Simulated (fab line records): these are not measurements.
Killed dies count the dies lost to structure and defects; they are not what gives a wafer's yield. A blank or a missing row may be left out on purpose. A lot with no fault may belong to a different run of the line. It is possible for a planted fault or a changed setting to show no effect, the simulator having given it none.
Which tool is to blame? || flow n5_finfet || 19 wafers from 7 lots sampled at 8 of the route's 1938 steps

== WHAT THE GAUGES SHOWED, per wafer ==
N5_BEOL_M14_THK_MEAS_50: measures by xrf. Usual: for M14_THK the level is 573 nm and the standard deviation is 17.
{"lot": "L397", "measured": "day 10 22:37", "on": "film_metro-02", "M14_THK (nm)": "557 560", "flag": ""}
{"lot": "L402", "measured": "day 12 12:32", "on": "film_metro-02", "M14_THK (nm)": "422 551 540", "flag": "OFF"}
{"lot": "L411", "measured": "day 14 11:58", "on": "film_metro-01", "M14_THK (nm)": "571 586 559", "flag": ""}
{"lot": "L415", "measured": "day 15 03:52", "on": "film_metro-02", "M14_THK (nm)": "600 577 580", "flag": ""}
{"lot": "L416", "measured": "day 16 06:35", "on": "film_metro-02", "M14_THK (nm)": "552 571", "flag": ""}
{"lot": "L417", "measured": "day 16 06:52", "on": "film_metro-01", "M14_THK (nm)": "576 567 579", "flag": ""}
{"lot": "L418", "measured": "day 16 20:18", "on": "film_metro-01", "M14_THK (nm)": "556 601 597", "flag": ""}

N5_BEOL_M14_RS_MEAS_54: measures by four-point-probe. Usual: for M14_RS the level is 0.0329 ohm/sq and the standard deviation is 0.00099.
{"lot": "L397", "measured": "day 10 22:44", "on": "film_metro-02", "M14_RS (ohm/sq)": "0.0338 0.0340", "flag": ""}
{"lot": "L402", "measured": "day 12 12:40", "on": "film_metro-01", "M14_RS (ohm/sq)": "0.0447 0.0343 0.0347", "flag": "OFF"}
{"lot": "L411", "measured": "day 14 12:08", "on": "film_metro-02", "M14_RS (ohm/sq)": "0.0333 0.0323 0.0339", "flag": ""}
{"lot": "L415", "measured": "day 15 04:00", "on": "film_metro-02", "M14_RS (ohm/sq)": "0.0311 0.0324 0.0324", "flag": ""}
{"lot": "L416", "measured": "day 16 06:43", "on": "film_metro-02", "M14_RS (ohm/sq)": "0.0343 0.0330", "flag": ""}
{"lot": "L417", "measured": "day 16 06:59", "on": "film_metro-02", "M14_RS (ohm/sq)": "0.0329 0.0334 0.0327", "flag": ""}
{"lot": "L418", "measured": "day 16 20:26", "on": "film_metro-01", "M14_RS (ohm/sq)": "0.0337 0.0313 0.0314", "flag": ""}

N5_BEOL_M15_RC_MEAS_101. Usual: COMB_M10 1.5e-11 S/m, standard deviation 3e-12; COMB_M11 1.5e-11 S/m, standard deviation 2.8e-12; COMB_M12 6.2e-12 S/m, standard deviation 1.4e-12; COMB_M13 4.7e-12 S/m, standard deviation 1.1e-12; COMB_M15 2.4e-12 S/m, standard deviation 6.3e-13; COMB_M5 3.6e-11 S/m, standard deviation 7.6e-12; COMB_M6 2.5e-11 S/m, standard deviation 5e-12; COMB_M7 2.5e-11 S/m, standard deviation 5.4e-12; COMB_M8 2.5e-11 S/m, standard deviation 5.3e-12; COMB_M9 1.44e-11 S/m, standard deviation 2.8e-12; SERP_M10 3.05 ohm/um, standard deviation 0.11; SERP_M11 3.08 ohm/um, standard deviation 0.082; SERP_M11_max_site 3.18 ohm/um, standard deviation 0.098; SERP_M12 0.621 ohm/um, standard deviation 0.017; SERP_M13 0.309 ohm/um, standard deviation 0.0048; SERP_M14 0.158 ohm/um, standard deviation 0.0059; SERP_M14_max_site 0.160 ohm/um, standard deviation 0.006; SERP_M5 38.4 ohm/um, standard deviation 1.6; SERP_M5_max_site 39.8 ohm/um, standard deviation 1.9; SERP_M6 13.8 ohm/um, standard deviation 0.65; SERP_M7 13.6 ohm/um, standard deviation 0.56; SERP_M8 14.0 ohm/um, standard deviation 0.61; SERP_M9 3.10 ohm/um, standard deviation 0.087.
{"lot": "L397", "measured": "day 11 04:01", "on": "prober-01", "COMB_M10 (S/m)": "1.4e-11 1.8e-11", "COMB_M11 (S/m)": "2.05e-11 1.69e-11", "COMB_M12 (S/m)": "8.4e-12 5.5e-12", "COMB_M13 (S/m)": "4.6e-12 3.8e-12", "COMB_M15 (S/m)": "2.7e-12 2.6e-12", "COMB_M5 (S/m)": "4.5e-11 4.6e-11", "COMB_M6 (S/m)": "2.2e-11 2.5e-11", "COMB_M7 (S/m)": "2.4e-11 2.6e-11", "COMB_M8 (S/m)": "2.2e-11 3e-11", "COMB_M9 (S/m)": "1.45e-11 1.56e-11", "SERP_M10 (ohm/um)": "3.19 3.20", "SERP_M11 (ohm/um)": "3.20 3.09", "SERP_M11_max_site (ohm/um)": "3.35 3.30", "SERP_M12 (ohm/um)": "0.644 0.643", "SERP_M13 (ohm/um)": "0.306 0.309", "SERP_M14 (ohm/um)": "0.164 0.164", "SERP_M14_max_site (ohm/um)": "0.165 0.166", "SERP_M5 (ohm/um)": "38.3 37.3", "SERP_M5_max_site (ohm/um)": "40.0 37.9", "SERP_M6 (ohm/um)": "14.0 13.7", "SERP_M7 (ohm/um)": "13.5 13.5", "SERP_M8 (ohm/um)": "13.9 14.5", "SERP_M9 (ohm/um)": "2.96 3.01", "flag": ""}
{"lot": "L402", "measured": "day 12 18:08", "on": "prober-02", "COMB_M10 (S/m)": "2.1e-11 1.3e-11 1.8e-11", "COMB_M11 (S/m)": "1.25e-11 1.65e-11 1.58e-11", "COMB_M12 (S/m)": "4.2e-12 6.3e-12 6.9e-12", "COMB_M13 (S/m)": "2.9e-12 4.6e-12 3.8e-12", "COMB_M15 (S/m)": "2.9e-12 2.9e-12 2.4e-12", "COMB_M5 (S/m)": "3.6e-11 3e-11 3.2e-11", "COMB_M6 (S/m)": "2.4e-11 2.6e-11 1.9e-11", "COMB_M7 (S/m)": "2.4e-11 2.4e-11 1.6e-11", "COMB_M8 (S/m)": "2.6e-11 2.8e-11 2.3e-11", "COMB_M9 (S/m)": "1.17e-11 1.68e-11 1.23e-11", "SERP_M10 (ohm/um)": "2.88 3.01 3.09", "SERP_M11 (ohm/um)": "3.22 3.10 3.08", "SERP_M11_max_site (ohm/um)": "3.32 3.14 3.13", "SERP_M12 (ohm/um)": "0.622 0.616 0.594", "SERP_M13 (ohm/um)": "0.308 0.307 0.306", "SERP_M14 (ohm/um)": "0.215 0.168 0.167", "SERP_M14_max_site (ohm/um)": "0.218 0.169 0.169", "SERP_M5 (ohm/um)": "40.2 39.1 42.0", "SERP_M5_max_site (ohm/um)": "41.2 40.4 43.2", "SERP_M6 (ohm/um)": "13.3 12.7 13.5", "SERP_M7 (ohm/um)": "14.9 14.2 15.7", "SERP_M8 (ohm/um)": "13.9 13.9 14.5", "SERP_M9 (ohm/um)": "3.10 3.02 3.13", "flag": "OFF"}
{"lot": "L411", "measured": "day 14 17:25", "on": "prober-02", "COMB_M10 (S/m)": "2.2e-11 1.3e-11 1.4e-11", "COMB_M11 (S/m)": "1.32e-11 1.76e-11 1.19e-11", "COMB_M12 (S/m)": "5.9e-12 5e-12 5.3e-12", "COMB_M13 (S/m)": "3.2e-12 3.8e-12 4e-12", "COMB_M15 (S/m)": "1.9e-12 1.9e-12 2.3e-12", "COMB_M5 (S/m)": "2.5e-11 3.7e-11 3.8e-11", "COMB_M6 (S/m)": "3.7e-11 2.6e-11 2.2e-11", "COMB_M7 (S/m)": "1.9e-11 2.4e-11 2.1e-11", "COMB_M8 (S/m)": "3.6e-11 1.9e-11 2.7e-11", "COMB_M9 (S/m)": "1.28e-11 1.27e-11 1.01e-11", "SERP_M10 (ohm/um)": "3.15 3.19 3.11", "SERP_M11 (ohm/um)": "3.01 3.14 3.07", "SERP_M11_max_site (ohm/um)": "3.06 3.17 3.09", "SERP_M12 (ohm/um)": "0.621 0.604 0.624", "SERP_M13 (ohm/um)": "0.308 0.311 0.311", "SERP_M14 (ohm/um)": "0.163 0.153 0.164", "SERP_M14_max_site (ohm/um)": "0.165 0.154 0.167", "SERP_M5 (ohm/um)": "39.2 40.1 40.1", "SERP_M5_max_site (ohm/um)": "40.2 42.3 41.2", "SERP_M6 (ohm/um)": "14.7 12.9 12.9", "SERP_M7 (ohm/um)": "13.0 13.5 13.5", "SERP_M8 (ohm/um)": "14.3 14.3 13.6", "SERP_M9 (ohm/um)": "3.05 3.26 3.00", "flag": ""}
{"lot": "L415", "measured": "day 15 11:31", "on": "prober-02", "COMB_M10 (S/m)": "1.1e-11 1.6e-11 1.2e-11", "COMB_M11 (S/m)": "9.4e-12 1.58e-11 1.54e-11", "COMB_M12 (S/m)": "7.3e-12 6.5e-12 5.4e-12", "COMB_M13 (S/m)": "3e-12 3.2e-12 2.3e-12", "COMB_M15 (S/m)": "2.2e-12 2e-12 2.2e-12", "COMB_M5 (S/m)": "2.9e-11 4.4e-11 2.8e-11", "COMB_M6 (S/m)": "1.7e-11 1.7e-11 2.7e-11", "COMB_M7 (S/m)": "2.9e-11 2.8e-11 2.3e-11", "COMB_M8 (S/m)": "2.2e-11 1.9e-11 2.1e-11", "COMB_M9 (S/m)": "9.4e-12 1.11e-11 1.23e-11", "SERP_M10 (ohm/um)": "3.11 3.12 3.07", "SERP_M11 (ohm/um)": "3.17 3.15 3.16", "SERP_M11_max_site (ohm/um)": "3.23 3.26 3.26", "SERP_M12 (ohm/um)": "0.621 0.636 0.630", "SERP_M13 (ohm/um)": "0.316 0.309 0.308", "SERP_M14 (ohm/um)": "0.146 0.153 0.153", "SERP_M14_max_site (ohm/um)": "0.147 0.154 0.156", "SERP_M5 (ohm/um)": "39.5 36.5 38.1", "SERP_M5_max_site (ohm/um)": "40.6 38.3 39.5", "SERP_M6 (ohm/um)": "14.1 14.5 14.2", "SERP_M7 (ohm/um)": "13.7 13.5 13.5", "SERP_M8 (ohm/um)": "14.0 13.6 12.6", "SERP_M9 (ohm/um)": "3.14 3.04 3.15", "flag": ""}
{"lot": "L416", "measured": "day 16 13:02", "on": "prober-02", "COMB_M10 (S/m)": "1.3e-11 1.8e-11", "COMB_M11 (S/m)": "1.11e-11 1.27e-11", "COMB_M12 (S/m)": "5.6e-12 5.9e-12", "COMB_M13 (S/m)": "3.6e-12 3.9e-12", "COMB_M15 (S/m)": "2.7e-12 1.9e-12", "COMB_M5 (S/m)": "3.4e-11 4.3e-11", "COMB_M6 (S/m)": "3.4e-11 2.7e-11", "COMB_M7 (S/m)": "2.9e-11 2.8e-11", "COMB_M8 (S/m)": "1.7e-11 2.7e-11", "COMB_M9 (S/m)": "1.43e-11 1.55e-11", "SERP_M10 (ohm/um)": "3.01 3.05", "SERP_M11 (ohm/um)": "3.05 3.03", "SERP_M11_max_site (ohm/um)": "3.10 3.12", "SERP_M12 (ohm/um)": "0.596 0.619", "SERP_M13 (ohm/um)": "0.315 0.306", "SERP_M14 (ohm/um)": "0.165 0.157", "SERP_M14_max_site (ohm/um)": "0.167 0.158", "SERP_M5 (ohm/um)": "40.4 41.3", "SERP_M5_max_site (ohm/um)": "42.1 44.3", "SERP_M6 (ohm/um)": "13.9 14.2", "SERP_M7 (ohm/um)": "13.0 13.0", "SERP_M8 (ohm/um)": "14.1 15.2", "SERP_M9 (ohm/um)": "3.08 3.04", "flag": ""}
{"lot": "L417", "measured": "day 16 13:58", "on": "prober-02", "COMB_M10 (S/m)": "1.1e-11 2e-11 1.1e-11", "COMB_M11 (S/m)": "1.63e-11 1.52e-11 1.15e-11", "COMB_M12 (S/m)": "5.6e-12 5.1e-12 6.1e-12", "COMB_M13 (S/m)": "4.7e-12 4.5e-12 6.8e-12", "COMB_M15 (S/m)": "2e-12 3.4e-12 1.7e-12", "COMB_M5 (S/m)": "3.3e-11 3.8e-11 2.8e-11", "COMB_M6 (S/m)": "2.2e-11 2.4e-11 2.9e-11", "COMB_M7 (S/m)": "2.4e-11 2.1e-11 2.6e-11", "COMB_M8 (S/m)": "2.5e-11 3.9e-11 2.3e-11", "COMB_M9 (S/m)": "1.45e-11 1.5e-11 1.14e-11", "SERP_M10 (ohm/um)": "2.91 2.95 3.08", "SERP_M11 (ohm/um)": "3.10 2.90 2.97", "SERP_M11_max_site (ohm/um)": "3.28 2.95 3.01", "SERP_M12 (ohm/um)": "0.621 0.622 0.623", "SERP_M13 (ohm/um)": "0.311 0.317 0.308", "SERP_M14 (ohm/um)": "0.155 0.160 0.155", "SERP_M14_max_site (ohm/um)": "0.157 0.161 0.157", "SERP_M5 (ohm/um)": "38.1 37.8 40.4", "SERP_M5_max_site (ohm/um)": "39.3 40.8 41.2", "SERP_M6 (ohm/um)": "14.2 13.8 13.4", "SERP_M7 (ohm/um)": "13.4 13.3 13.4", "SERP_M8 (ohm/um)": "15.3 14.2 14.2", "SERP_M9 (ohm/um)": "3.11 3.07 3.09", "flag": ""}
{"lot": "L418", "measured": "day 17 03:03", "on": "prober-02", "COMB_M10 (S/m)": "1.4e-11 1e-11 1.2e-11", "COMB_M11 (S/m)": "1.42e-11 1.29e-11 2.01e-11", "COMB_M12 (S/m)": "4.9e-12 8.6e-12 9.5e-12", "COMB_M13 (S/m)": "6.2e-12 5.2e-12 6.8e-12", "COMB_M15 (S/m)": "3.7e-12 2e-12 2.3e-12", "COMB_M5 (S/m)": "2.5e-11 3e-11 3.2e-11", "COMB_M6 (S/m)": "3.4e-11 2.7e-11 3e-11", "COMB_M7 (S/m)": "2e-11 2.1e-11 3e-11", "COMB_M8 (S/m)": "3e-11 3.7e-11 2.6e-11", "COMB_M9 (S/m)": "1.69e-11 1.47e-11 1.5e-11", "SERP_M10 (ohm/um)": "2.84 3.14 2.91", "SERP_M11 (ohm/um)": "3.09 3.13 2.94", "SERP_M11_max_site (ohm/um)": "3.15 3.18 3.03", "SERP_M12 (ohm/um)": "0.615 0.579 0.597", "SERP_M13 (ohm/um)": "0.307 0.312 0.314", "SERP_M14 (ohm/um)": "0.160 0.147 0.148", "SERP_M14_max_site (ohm/um)": "0.161 0.149 0.149", "SERP_M5 (ohm/um)": "36.5 38.9 37.6", "SERP_M5_max_site (ohm/um)": "38.1 39.9 38.5", "SERP_M6 (ohm/um)": "13.6 14.9 13.0", "SERP_M7 (ohm/um)": "13.1 13.4 13.7", "SERP_M8 (ohm/um)": "13.9 13.5 13.4", "SERP_M9 (ohm/um)": "2.97 3.18 3.01", "flag": ""}

== WHICH TOOL RAN EACH LOT (tool, then ch and the chambers of the sampled wafers, then the start) ==
{"lot": "L397", "N5_BEOL_M14_ETCH_38": "rie_diel-02 ch 0,1, day 10 21:50 or earlier", "N5_BEOL_M14_ECD_47": "ecd_cu-02 ch 0, day 10 21:50", "N5_BEOL_M14_ANNEAL_48": "rtp_anneal-01 ch 0, day 10 22:04", "N5_BEOL_M14_CMP_49": "cmp-03 ch 0,3, day 10 22:26", "N5_BEOL_M14_DEP_53": "pecvd-01 ch 0, day 10 22:40"}
{"lot": "L402", "N5_BEOL_M14_ETCH_38": "rie_diel-02 ch 0,1,3, day 12 11:45 or earlier", "N5_BEOL_M14_ECD_47": "ecd_cu-01 ch 0,1, day 12 11:45", "N5_BEOL_M14_ANNEAL_48": "rtp_anneal-02 ch 0, day 12 11:59", "N5_BEOL_M14_CMP_49": "cmp-04 ch 0,1,2, day 12 12:19", "N5_BEOL_M14_DEP_53": "pecvd-01 ch 0,1, day 12 12:35"}
{"lot": "L411", "N5_BEOL_M14_ETCH_38": "rie_diel-02 ch 0,2,3, day 14 11:08 or earlier", "N5_BEOL_M14_ECD_47": "ecd_cu-02 ch 0,1, day 14 11:08", "N5_BEOL_M14_ANNEAL_48": "rtp_anneal-02 ch 0, day 14 11:23", "N5_BEOL_M14_CMP_49": "cmp-02 ch 1,2, day 14 11:40", "N5_BEOL_M14_DEP_53": "pecvd-01 ch 0,1, day 14 12:02"}
{"lot": "L415", "N5_BEOL_M14_ETCH_38": "rie_diel-04 ch 0,1,3, day 15 03:05 or earlier", "N5_BEOL_M14_ECD_47": "ecd_cu-02 ch 0, day 15 03:05", "N5_BEOL_M14_ANNEAL_48": "rtp_anneal-01 ch 0, day 15 03:19", "N5_BEOL_M14_CMP_49": "cmp-02 ch 0,2,3, day 15 03:37", "N5_BEOL_M14_DEP_53": "pecvd-01 ch 1,2, day 15 03:56"}
{"lot": "L416", "N5_BEOL_M14_ETCH_38": "rie_diel-02 ch 0,3, day 16 05:48 or earlier", "N5_BEOL_M14_ECD_47": "ecd_cu-01 ch 0,1, day 16 05:48", "N5_BEOL_M14_ANNEAL_48": "rtp_anneal-02 ch 0, day 16 06:02", "N5_BEOL_M14_CMP_49": "cmp-03 ch 0,2, day 16 06:17", "N5_BEOL_M14_DEP_53": "pecvd-04 ch 0,2, day 16 06:39"}
{"lot": "L417", "N5_BEOL_M14_ETCH_38": "rie_diel-04 ch 0,3, day 16 05:51 or earlier", "N5_BEOL_M14_ECD_47": "ecd_cu-02 ch 0,1, day 16 05:51", "N5_BEOL_M14_ANNEAL_48": "rtp_anneal-02 ch 0, day 16 06:19", "N5_BEOL_M14_CMP_49": "cmp-04 ch 0,1,3, day 16 06:34", "N5_BEOL_M14_DEP_53": "pecvd-01 ch 1,2, day 16 06:55"}
{"lot": "L418", "N5_BEOL_M14_ETCH_38": "rie_diel-06 ch 1,2, day 16 19:13 or earlier", "N5_BEOL_M14_ECD_47": "ecd_cu-01 ch 0,1, day 16 19:13", "N5_BEOL_M14_ANNEAL_48": "rtp_anneal-02 ch 0, day 16 19:41", "N5_BEOL_M14_CMP_49": "cmp-03 ch 0,1, day 16 20:01", "N5_BEOL_M14_DEP_53": "pecvd-01 ch 0,1, day 16 20:22"}
- N5_BEOL_M14_ETCH_38: etches SiCN in CF4/N2, target depth 106.5 nm, time 120.6 s.
- N5_BEOL_M14_ECD_47: material Cu, target thk 1248 nm.
- N5_BEOL_M14_ANNEAL_48: time 90 s.
- N5_BEOL_M14_CMP_49: polishes, stops on SiO2, t overpolish 5.2 s, target thk 560 nm.
- N5_BEOL_M14_DEP_53: deposits SiCN from 3MS/NH3, target thk 50 nm, time 17.8 s.

== WHAT THE TOOLS THEMSELVES READ (means of the sampled wafers that have a number; where no wafer has one, the mark that the record gives instead) ==
N5_BEOL_M14_ETCH_38. Usual: drypump_motor_current_A 5.6 A, standard deviation 0.37; oes_product_au 0.81 a.u., standard deviation 0.098; rf_vpp_V 382.6 V, standard deviation 1.8; showerhead_plenum_p_Torr 2.22 Torr, standard deviation 0.065; throttle_valve_pct 15.54 %, standard deviation 0.2.
{"lot": "L397", "tool": "rie_diel-02", "drypump_motor_current_A (A)": 5.4, "oes_product_au (a.u.)": 0.77, "rf_vpp_V (V)": 383.1, "showerhead_plenum_p_Torr (Torr)": 2.26, "throttle_valve_pct (%)": 15.74, "flag": ""}
{"lot": "L402", "tool": "rie_diel-02", "drypump_motor_current_A (A)": 5.6, "oes_product_au (a.u.)": 0.77, "rf_vpp_V (V)": 384.5, "showerhead_plenum_p_Torr (Torr)": 2.27, "throttle_valve_pct (%)": 15.62, "flag": ""}
{"lot": "L411", "tool": "rie_diel-02", "drypump_motor_current_A (A)": 5.4, "oes_product_au (a.u.)": 0.76, "rf_vpp_V (V)": 383.1, "showerhead_plenum_p_Torr (Torr)": 2.24, "throttle_valve_pct (%)": 15.61, "flag": ""}
{"lot": "L415", "tool": "rie_diel-04", "drypump_motor_current_A (A)": 5.7, "oes_product_au (a.u.)": 0.85, "rf_vpp_V (V)": 382.0, "showerhead_plenum_p_Torr (Torr)": 2.17, "throttle_valve_pct (%)": 15.48, "flag": ""}
{"lot": "L416", "tool": "rie_diel-02", "drypump_motor_current_A (A)": 5.5, "oes_product_au (a.u.)": 0.79, "rf_vpp_V (V)": 384.1, "showerhead_plenum_p_Torr (Torr)": 2.26, "throttle_valve_pct (%)": 15.59, "flag": ""}
{"lot": "L417", "tool": "rie_diel-04", "drypump_motor_current_A (A)": 5.8, "oes_product_au (a.u.)": 0.88, "rf_vpp_V (V)": 381.5, "showerhead_plenum_p_Torr (Torr)": 2.16, "throttle_valve_pct (%)": 15.47, "flag": ""}
{"lot": "L418", "tool": "rie_diel-06", "drypump_motor_current_A (A)": 5.6, "oes_product_au (a.u.)": 0.90, "rf_vpp_V (V)": 384.3, "showerhead_plenum_p_Torr (Torr)": 2.32, "throttle_valve_pct (%)": 15.38, "flag": ""}

N5_BEOL_M14_ANNEAL_48. Usual: wafer_temp_C_max at 226.18, with a standard deviation of 0.29.
{"lot": "L397", "tool": "rtp_anneal-01", "wafer_temp_C_max": 226.33, "flag": ""}
{"lot": "L402", "tool": "rtp_anneal-02", "wafer_temp_C_max": 225.96, "flag": ""}
{"lot": "L411", "tool": "rtp_anneal-02", "wafer_temp_C_max": 226.25, "flag": ""}
{"lot": "L415", "tool": "rtp_anneal-01", "wafer_temp_C_max": 226.29, "flag": ""}
{"lot": "L416", "tool": "rtp_anneal-02", "wafer_temp_C_max": 226.12, "flag": ""}
{"lot": "L417", "tool": "rtp_anneal-02", "wafer_temp_C_max": 225.89, "flag": ""}
{"lot": "L418", "tool": "rtp_anneal-02", "wafer_temp_C_max": 226.10, "flag": ""}

N5_BEOL_M14_CMP_49. Usual: motor_current_A 7.8 A, standard deviation 0.82; time_to_endpoint_s 120 s, standard deviation 4.5.
{"lot": "L397", "tool": "cmp-03", "motor_current_A (A)": 7.1, "time_to_endpoint_s (s)": 118, "flag": ""}
{"lot": "L402", "tool": "cmp-04", "motor_current_A (A)": 8.0, "time_to_endpoint_s (s)": 91, "flag": "OFF"}
{"lot": "L411", "tool": "cmp-02", "motor_current_A (A)": 6.9, "time_to_endpoint_s (s)": 120, "flag": ""}
{"lot": "L415", "tool": "cmp-02", "motor_current_A (A)": 8.0, "time_to_endpoint_s (s)": 121, "flag": ""}
{"lot": "L416", "tool": "cmp-03", "motor_current_A (A)": 8.0, "time_to_endpoint_s (s)": 122, "flag": ""}
{"lot": "L417", "tool": "cmp-04", "motor_current_A (A)": 8.4, "time_to_endpoint_s (s)": 115, "flag": ""}
{"lot": "L418", "tool": "cmp-03", "motor_current_A (A)": 7.1, "time_to_endpoint_s (s)": 119, "flag": ""}

N5_BEOL_M14_DEP_53. Usual: showerhead_plenum_p_Torr 4.152 Torr, standard deviation 0.016; throttle_valve_pct 18.3 %, standard deviation 1.4.
{"lot": "L397", "tool": "pecvd-01", "showerhead_plenum_p_Torr (Torr)": 4.157, "throttle_valve_pct (%)": 18.1, "flag": ""}
{"lot": "L402", "tool": "pecvd-01", "showerhead_plenum_p_Torr (Torr)": 4.149, "throttle_valve_pct (%)": 18.8, "flag": ""}
{"lot": "L411", "tool": "pecvd-01", "showerhead_plenum_p_Torr (Torr)": 4.142, "throttle_valve_pct (%)": 19.6, "flag": ""}
{"lot": "L415", "tool": "pecvd-01", "showerhead_plenum_p_Torr (Torr)": 4.152, "throttle_valve_pct (%)": 17.8, "flag": ""}
{"lot": "L416", "tool": "pecvd-04", "showerhead_plenum_p_Torr (Torr)": 4.127, "throttle_valve_pct (%)": 17.8, "flag": ""}
{"lot": "L417", "tool": "pecvd-01", "showerhead_plenum_p_Torr (Torr)": 4.151, "throttle_valve_pct (%)": 18.9, "flag": ""}
{"lot": "L418", "tool": "pecvd-01", "showerhead_plenum_p_Torr (Torr)": 4.149, "throttle_valve_pct (%)": 19.4, "flag": ""}

== THE ANSWER, worked out from the rows above alone ==
Rule: take the mean of a lot's wafers that have a number; if it is more than 3 standard deviations from the usual mean, the lot is off. A lot without any number at a reading at which 4 lots or more have one is off too. All remaining lots with rows at the step are treated as sound. The gauges are gone through in route order, then the tools' own readings, and for those a lot's mean is taken as printed above. The first step at which some lot is off is used, and at that step the reading that is off furthest; a lot without a number counts as furthest.
Off: L402, seen at N5_BEOL_M14_THK_MEAS_50 (M14_THK).
If a tool, at a process step before that reading, ran all the lots that are off and no sound lot after the first of them, it fits. Not tried: the gauges at N5_BEOL_M14_THK_MEAS_50; whatever is off there is also off at N5_BEOL_M14_RS_MEAS_54, on other tools, and gauge error can't account for it. Because N5_BEOL_M14_ETCH_38 lacks a start for some lots, the hours and order of its lots are taken from N5_BEOL_M14_ECD_47. Not one of the candidates tried fits.

== WHAT THE SIMULATOR HAD PUT IN ==
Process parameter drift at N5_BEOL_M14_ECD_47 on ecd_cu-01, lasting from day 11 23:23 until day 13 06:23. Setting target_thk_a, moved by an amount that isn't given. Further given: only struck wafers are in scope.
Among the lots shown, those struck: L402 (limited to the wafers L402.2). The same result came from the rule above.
